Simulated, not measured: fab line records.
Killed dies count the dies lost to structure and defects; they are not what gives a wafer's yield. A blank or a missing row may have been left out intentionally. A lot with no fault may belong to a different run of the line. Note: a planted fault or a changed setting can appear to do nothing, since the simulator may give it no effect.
Which tool did it? | flow n5Finfet | 27 wafers from 10 lots sampled at 5 of the route's 1938 steps

## WHAT THE GAUGES SHOWED, per wafer
N5_FIN_CUT_OVL_MEAS_09. Usual: FIN_CUT_OVL typically reads 0.0 nm, with standard deviation 0.6.
lot  | measured    | on         | FIN_CUT_OVL (nm) | flag
L276 | day 2 14:28 | overlay-01 | 0.8 0.9 0.8      | 
L277 | day 2 22:35 | overlay-01 | 0.7 1.4 -0.6     | 
L280 | day 3 19:32 | overlay-01 | 0.0 0.3 -0.2     | 
L282 | day 4 03:26 | overlay-01 | 0.8 1.5 1.0      | 
L283 | day 4 09:23 | overlay-01 | -0.5 -0.8 -0.5   | 
L289 | day 5 21:14 | overlay-02 | -0.1 -1.0 -0.4   | 
L290 | day 6 03:05 | overlay-02 | -0.3 -0.5 -0.4   | 
L292 | day 6 14:48 | overlay-01 | 0.2 -0.9         | 
L293 | day 6 20:52 | overlay-01 | 0.5 0.6          | 
L295 | day 7 10:41 | overlay-02 | -1.0 -1.0        | 

N5_BEOL_M4_RC_MEAS_101. Usual: DIBL_N 36.2 mV/V, standard deviation 1.2; DIBL_P 36.3 mV/V, standard deviation 1.3; IOFF_N 0.155 nA/um, standard deviation 0.019; IOFF_P 0.210 nA/um, standard deviation 0.029; ION_N 677 uA/um, standard deviation 8.6; ION_P 465 uA/um, standard deviation 6.8; SS_N 71.4 mV/dec, standard deviation 0.48; SS_P 73.2 mV/dec, standard deviation 0.53; VT_N 249.9 mV, standard deviation 2.4; VT_P -250 mV, standard deviation 3.2.
lot  | measured     | on        | DIBL_N (mV/V)  | DIBL_P (mV/V)  | IOFF_N (nA/um)    | IOFF_P (nA/um)    | ION_N (uA/um) | ION_P (uA/um) | SS_N (mV/dec)  | SS_P (mV/dec)  | VT_N (mV)         | VT_P (mV)      | flag
L276 | day 7 20:34  | prober-02 | 35.9 35.5 35.7 | 36.3 36.4 36.2 | 0.161 0.155 0.155 | 0.233 0.227 0.229 | 680 690 681   | 471 476 472   | 71.5 70.4 70.8 | 73.6 72.9 73.7 | 247.7 246.8 246.7 | -247 -247 -248 | 
L277 | day 8 20:08  | prober-01 | 34.5 34.6 34.0 | 35.1 34.9 34.1 | 0.138 0.140 0.121 | 0.196 0.194 0.177 | 682 670 664   | 470 465 456   | 70.4 70.7 70.3 | 73.4 72.7 72.9 | 250.0 251.1 253.0 | -249 -251 -254 | 
L280 | day 10 00:17 | prober-02 | 35.7 34.8 33.7 | 36.7 35.9 34.1 | 0.176 0.147 0.128 | 0.239 0.219 0.190 | 682 680 681   | 470 474 467   | 71.8 70.9 70.7 | 72.9 74.0 73.0 | 251.2 250.3 250.1 | -250 -252 -250 | 
L282 | day 10 17:23 | prober-02 | 35.4 36.1 35.5 | 35.1 35.5 35.5 | 0.155 0.165 0.158 | 0.235 0.245 0.257 | 679 683 671   | 473 477 474   | 71.8 71.8 71.6 | 73.3 73.4 73.4 | 247.3 248.0 248.7 | -246 -244 -244 | 
L283 | day 10 08:52 | prober-01 | 37.3 35.2 35.7 | 38.1 36.1 36.5 | 0.192 0.156 0.164 | 0.255 0.230 0.228 | 688 674 676   | 467 461 467   | 71.8 71.5 71.1 | 74.0 73.6 72.9 | 248.3 248.8 248.3 | -245 -245 -249 | 
L289 | day 12 01:39 | prober-01 | 37.0 36.3 36.7 | 37.8 37.1 37.1 | 0.187 0.175 0.172 | 0.269 0.266 0.257 | 680 696 686   | 469 479 478   | 71.5 71.9 71.8 | 74.1 73.7 73.1 | 245.6 247.8 245.8 | -244 -247 -246 | 
L290 | day 12 16:52 | prober-01 | 34.9 35.5 35.7 | 35.2 36.2 36.4 | 0.129 0.147 0.152 | 0.162 0.182 0.187 | 666 669 672   | 449 455 453   | 71.6 71.6 72.4 | 72.5 73.1 73.1 | 256.9 251.4 251.7 | -258 -253 -254 | 
L292 | day 12 18:53 | prober-02 | 37.7 36.0      | 38.4 37.3      | 0.173 0.145       | 0.227 0.219       | 672 676       | 463 463       | 71.7 71.8      | 73.7 73.5      | 250.5 251.1       | -250 -248      | 
L293 | day 12 20:55 | prober-02 | 35.8 34.0      | 36.8 34.9      | 0.170 0.139       | 0.225 0.197       | 678 679       | 472 467       | 71.5 70.5      | 73.3 73.4      | 245.8 247.4       | -248 -249      | 
L295 | day 13 20:19 | prober-02 | 37.3 37.2      | 37.1 36.3      | 0.156 0.147       | 0.218 0.203       | 680 671       | 465 467       | 71.6 71.3      | 72.3 73.1      | 250.3 250.7       | -249 -249      | 

## WHAT TOOL EACH LOT RAN ON (gives the tool, then ch and the chambers of the sampled wafers, and finally the start)
lot  | N5_FIN_CUT_CUT_ETCH_26           | N5_FIN_CUT_PRECLEAN_35           | N5_STI_FIN_REVEAL_ALD_14
L276 | rieDiel-06 ch 0,3, day 2 14:59   | vaporEtch-01 ch 0, day 2 15:07   | aldSin-02 ch 1,2,3, day 2 15:46
L277 | rieDiel-03 ch 0,2,3, day 2 23:06 | vaporEtch-02 ch 0,1, day 2 23:14 | aldSin-01 ch 1,2,3, day 2 23:41
L280 | rieDiel-03 ch 0,2, day 3 20:14   | vaporEtch-01 ch 0,1, day 3 20:21 | aldSin-02 ch 0,1,2, day 3 20:48
L282 | rieDiel-05 ch 0,1,3, day 4 03:57 | vaporEtch-01 ch 0,1, day 4 04:14 | aldSin-02 ch 0,2, day 4 04:41
L283 | rieDiel-03 ch 1,3, day 4 09:55   | vaporEtch-01 ch 1, day 4 10:01   | aldSin-04 ch 0,2,3, day 4 10:42
L289 | rieDiel-06 ch 1,2,3, day 5 21:45 | vaporEtch-01 ch 0,1, day 5 21:53 | aldSin-02 ch 0,1, day 5 22:23
L290 | rieDiel-06 ch 0,1,2, day 6 03:37 | vaporEtch-01 ch 0,1, day 6 03:44 | aldSin-04 ch 0,2,3, day 6 04:55
L292 | rieDiel-03 ch 1,2, day 6 15:22   | vaporEtch-01 ch 0, day 6 15:29   | aldSin-04 ch 1,2, day 6 15:56
L293 | rieDiel-03 ch 0,3, day 6 21:23   | vaporEtch-02 ch 1, day 6 21:30   | aldSin-04 ch 0, day 6 21:58
L295 | rieDiel-03 ch 1,2, day 7 11:12   | vaporEtch-02 ch 0,1, day 7 11:20 | aldSin-02 ch 0,1, day 7 11:47
- N5_FIN_CUT_CUT_ETCH_26: etches SiNx in CH3F/O2, target depth 39 nm, time 55.7 s.
- N5_FIN_CUT_PRECLEAN_35: cleans in vHF, time 13.3 s.
- N5_STI_FIN_REVEAL_ALD_14: deposits Si3N4, target thk 3 nm.

## WHAT THE TOOLS THEMSELVES READ (means of the sampled wafers that have a number; where no wafer has one, the mark that the record gives instead)
N5_FIN_CUT_CUT_ETCH_26. Usual: drypumpMotorCurrentA 5.4 A (standard deviation 0.4); mfcArSccm 150.0 sccm (standard deviation 0.47); oesProductAu 0.79 a.u. (standard deviation 0.079); rfVppV 297 V (standard deviation 3.3); runLengthS 79.08 s (standard deviation 0.29); showerheadPlenumPTorr 2.01 Torr (standard deviation 0.041); throttleValvePct 16.36 % (standard deviation 0.24).
lot  | tool       | drypumpMotorCurrentA (A) | mfcArSccm (sccm) | oesProductAu (a.u.) | rfVppV (V) | runLengthS (s) | showerheadPlenumPTorr (Torr) | throttleValvePct (%) | flag
L276 | rieDiel-06 | 5.3                      | 150.2            | 0.75                | 296        | 78.84          | 1.99                         | 16.57                | 
L277 | rieDiel-03 | 5.8                      | 150.1            | 0.74                | 296        | 78.96          | 2.03                         | 16.35                | 
L280 | rieDiel-03 | 5.9                      | 149.9            | 0.72                | 298        | 78.94          | 2.04                         | 16.22                | 
L282 | rieDiel-05 | 5.1                      | 150.2            | 0.81                | 300        | 78.94          | 1.99                         | 16.26                | 
L283 | rieDiel-03 | 5.3                      | 149.4            | 0.81                | 296        | 79.28          | 2.02                         | 16.42                | 
L289 | rieDiel-06 | 5.6                      | 150.0            | 0.74                | 295        | 79.30          | 1.96                         | 16.53                | 
L290 | rieDiel-06 | 5.6                      | 150.5            | 0.74                | 295        | 79.34          | 1.97                         | 16.51                | 
L292 | rieDiel-03 | 5.4                      | 149.8            | 0.77                | 300        | 86.66          | 2.05                         | 16.16                | OFF
L293 | rieDiel-03 | 5.8                      | 150.5            | 0.86                | 294        | 94.02          | 1.98                         | 16.31                | OFF
L295 | rieDiel-03 | 5.4                      | 149.6            | 0.76                | 299        | 86.81          | 2.05                         | 16.17                | OFF

N5_FIN_CUT_PRECLEAN_35. Usual: drypumpMotorCurrentA at 5.78 A, with a standard deviation of 0.21.
lot  | tool         | drypumpMotorCurrentA (A) | flag
L276 | vaporEtch-01 | 5.55                     | 
L277 | vaporEtch-02 | 5.73                     | 
L280 | vaporEtch-01 | 5.92                     | 
L282 | vaporEtch-01 | 5.73                     | 
L283 | vaporEtch-01 | 6.11                     | 
L289 | vaporEtch-01 | 5.92                     | 
L290 | vaporEtch-01 | 5.73                     | 
L292 | vaporEtch-01 | 5.55                     | 
L293 | vaporEtch-02 | 5.72                     | 
L295 | vaporEtch-02 | 5.73                     | 

N5_STI_FIN_REVEAL_ALD_14. Usual: heaterPowerW at 881 W, with a standard deviation of 70.
lot  | tool      | heaterPowerW (W) | flag
L276 | aldSin-02 | 790              | 
L277 | aldSin-01 | 916              | 
L280 | aldSin-02 | 849              | 
L282 | aldSin-02 | 881              | 
L283 | aldSin-04 | 895              | 
L289 | aldSin-02 | 878              | 
L290 | aldSin-04 | 897              | 
L292 | aldSin-04 | 968              | 
L293 | aldSin-04 | 855              | 
L295 | aldSin-02 | 908              | 

## THE ANSWER, worked out from the rows above alone
Rule: take the mean of a lot's wafers that have a number; if it is more than 3 standard deviations from the usual mean, the lot is off. Also off: a lot with no number at a reading for which 4 or more lots have one. All remaining lots with rows at the step are treated as sound. The gauges are gone through in route order, then the tools' own readings, and for those a lot's mean is taken as printed above. At the first step where some lot is off, the reading lying furthest off is the one used; lots without a number count as furthest.
Off at N5_FIN_CUT_CUT_ETCH_26 (runLengthS): L292, L293, L295.
A tool fits if, at that step or a process step before it, it ran every lot that is off, and no sound lot after the first of them. One fits: rieDiel-03 at N5_FIN_CUT_CUT_ETCH_26. Its last sound lot is L283 (day 4 09:55), its first lot that is off L292 (day 6 15:22): a fault that began between those two fits.
The tool's own readings at N5_FIN_CUT_CUT_ETCH_26 bear it out: on the lots that are off they differ by more than 5 times the standard deviation of the sound lots' means. runLengthS reads 89.16 s there against 79.09 s on the sound lots.

## WHAT THE SIMULATOR PUT IN
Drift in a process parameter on rieDiel-03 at N5_FIN_CUT_CUT_ETCH_26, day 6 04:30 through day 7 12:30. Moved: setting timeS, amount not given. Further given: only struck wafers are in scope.
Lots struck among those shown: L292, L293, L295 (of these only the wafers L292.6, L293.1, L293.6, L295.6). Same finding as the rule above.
